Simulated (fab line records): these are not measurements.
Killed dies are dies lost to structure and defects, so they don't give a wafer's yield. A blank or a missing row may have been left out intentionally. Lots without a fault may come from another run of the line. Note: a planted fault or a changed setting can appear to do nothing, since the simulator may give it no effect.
Split-lot study :: flow n5Finfet :: on a route of 1938 steps: 7 lots, 21 wafers read

ON THE SPLIT
At N5_WELL_APT_EXPOSE_05 (exposes mask NWELL, defocus 0 nm, target cd 200 nm), the setting doseMj was moved away from the recipe's 20.3 on 6 of the 21 wafers read, by -6.7% to +6.7%. This setting was run at the recipe's value on the other wafers.

FROM THE SPLIT TO THE READING: what the file shows between them, 3 steps
- N5_WELL_APT_PEB_06: peb time 90 s (also split here: pebTimeS)
- N5_WELL_APT_DEVELOP_07: develop time 45 s
- N5_WELL_APT_HARDBAKE_12: time 120 s

THE READING
Shown in nm: cdNm at N5_WELL_APT_CD_MEAS_08, with target cd 200 nm. On this fab line, fault-free wafers typically give 200.3 nm with a standard deviation of 2 nm.

wafer: L078.2
tool, chamber at the split: krfScanner-02, 0
doseMj as run: 20.3
against the recipe: recipe
cdNm, nm: 198.7
against lot-mates on the recipe: -

wafer: L078.4
tool, chamber at the split: krfScanner-02, 0
doseMj as run: 18.94
against the recipe: -6.7%
cdNm, nm: 188.4
against lot-mates on the recipe: -10.2

wafer: L078.5
tool, chamber at the split: krfScanner-02, 0
doseMj as run: 20.3
against the recipe: recipe
cdNm, nm: 198.6
against lot-mates on the recipe: -

wafer: L080.2
tool, chamber at the split: krfScanner-02, 0
doseMj as run: 20.3
against the recipe: recipe
cdNm, nm: 199.8
against lot-mates on the recipe: -

wafer: L080.3
tool, chamber at the split: krfScanner-02, 0
doseMj as run: 21.66
against the recipe: +6.7%
cdNm, nm: 210.0
against lot-mates on the recipe: +10.1

wafer: L080.6
tool, chamber at the split: krfScanner-02, 0
doseMj as run: 20.3
against the recipe: recipe
cdNm, nm: 199.9
against lot-mates on the recipe: -

wafer: L083.2
tool, chamber at the split: krfScanner-02, 0
doseMj as run: 20.3
against the recipe: recipe
cdNm, nm: 198.3
against lot-mates on the recipe: -

wafer: L083.4
tool, chamber at the split: krfScanner-02, 0
doseMj as run: 19.51
against the recipe: -3.9%
cdNm, nm: 190.4
against lot-mates on the recipe: -7.4

wafer: L083.5
tool, chamber at the split: krfScanner-02, 0
doseMj as run: 20.3
against the recipe: recipe
cdNm, nm: 197.3
against lot-mates on the recipe: -

wafer: L085.1
tool, chamber at the split: krfScanner-02, 0
doseMj as run: 20.3
against the recipe: recipe
cdNm, nm: 202.6
against lot-mates on the recipe: -

wafer: L085.4
tool, chamber at the split: krfScanner-02, 0
doseMj as run: 21.17
against the recipe: +4.3%
cdNm, nm: 211.4
against lot-mates on the recipe: +8.5

wafer: L085.6
tool, chamber at the split: krfScanner-02, 0
doseMj as run: 20.3
against the recipe: recipe
cdNm, nm: 203.2
against lot-mates on the recipe: -

wafer: L086.4
tool, chamber at the split: krfScanner-02, 0
doseMj as run: 18.94
against the recipe: -6.7%
cdNm, nm: 192.5
against lot-mates on the recipe: -6.2

wafer: L086.5
tool, chamber at the split: krfScanner-02, 0
doseMj as run: 20.3
against the recipe: recipe
cdNm, nm: 198.7
against lot-mates on the recipe: -

wafer: L086.6
tool, chamber at the split: krfScanner-02, 0
doseMj as run: 18.94
against the recipe: -6.7%
cdNm, nm: 195.7
against lot-mates on the recipe: -3.0

wafer: L091.3
tool, chamber at the split: krfScanner-01, 0
doseMj as run: 20.3
against the recipe: recipe
cdNm, nm: 203.9
against lot-mates on the recipe: -

wafer: L091.4
tool, chamber at the split: krfScanner-01, 0
doseMj as run: 20.3
against the recipe: recipe
cdNm, nm: 196.8
against lot-mates on the recipe: -

wafer: L091.6
tool, chamber at the split: krfScanner-01, 0
doseMj as run: 20.3
against the recipe: recipe
cdNm, nm: 197.6
against lot-mates on the recipe: -

wafer: L095.1
tool, chamber at the split: krfScanner-01, 0
doseMj as run: 20.3
against the recipe: recipe
cdNm, nm: 197.5
against lot-mates on the recipe: -

wafer: L095.2
tool, chamber at the split: krfScanner-01, 0
doseMj as run: 20.3
against the recipe: recipe
cdNm, nm: 200.5
against lot-mates on the recipe: -

wafer: L095.3
tool, chamber at the split: krfScanner-01, 0
doseMj as run: 20.3
against the recipe: recipe
cdNm, nm: 197.0
against lot-mates on the recipe: -

FIT RESULTS
A straight line over all 21 wafers: cdNm changes by +1.45 nm for each +1% of doseMj; r = +0.85; the points scatter about the line by 2.9 nm.
The same after taking each lot's own level away (the mean of its wafers on the recipe; 21 wafers): +1.26 nm for each +1%; r = +0.88; scatter 2.2 nm.
On that fit, the largest move of doseMj shifts the reading by 8.4 nm.
Across the lots, their own levels run from 197.80 to 202.90 nm, a range of 2.5 times the standard deviation given above.
Hence the slope depends on the lot-to-lot level, as the two fits are not the same.
Check: with one of the wafers moved furthest among these (-6.7%) left out of the fit, the line predicts -7.41 nm for it against its lot-mates. Against them it came out at -10.2 nm.

ADDITIONAL SPLITS CARRIED BY THESE WAFERS
These wafers also went through other splits before the reading. Each is held against what the fit with the lots' levels taken away leaves over:
other split on the same wafers: N5_WELL_APT_PEB_06 pebTimeS
wafers away from the commonest value: 5
r with cdNm (lot level and that fit taken away): +0.70

THE WHOLE CHAIN: every reading that the file lists as answering this split, in the file's order
step: N5_WELL_APT_CD_MEAS_08
what it does: target cd 200 nm
reading: cdNm
change (the file's fit): +1.38 nm for each +1% of the setting
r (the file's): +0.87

step: N5_WELL_APT_DESCUM_13
what it does: chemistry O2, time 7.9 s
reading: WELL_APT.cdNm (the simulator's own value, which no gauge read)
change (the file's fit): +1.4 nm for each +1% of the setting
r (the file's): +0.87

THE FILE'S OWN FIT
cdNm changes by +1.38 nm for each +1% of doseMj, r = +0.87.
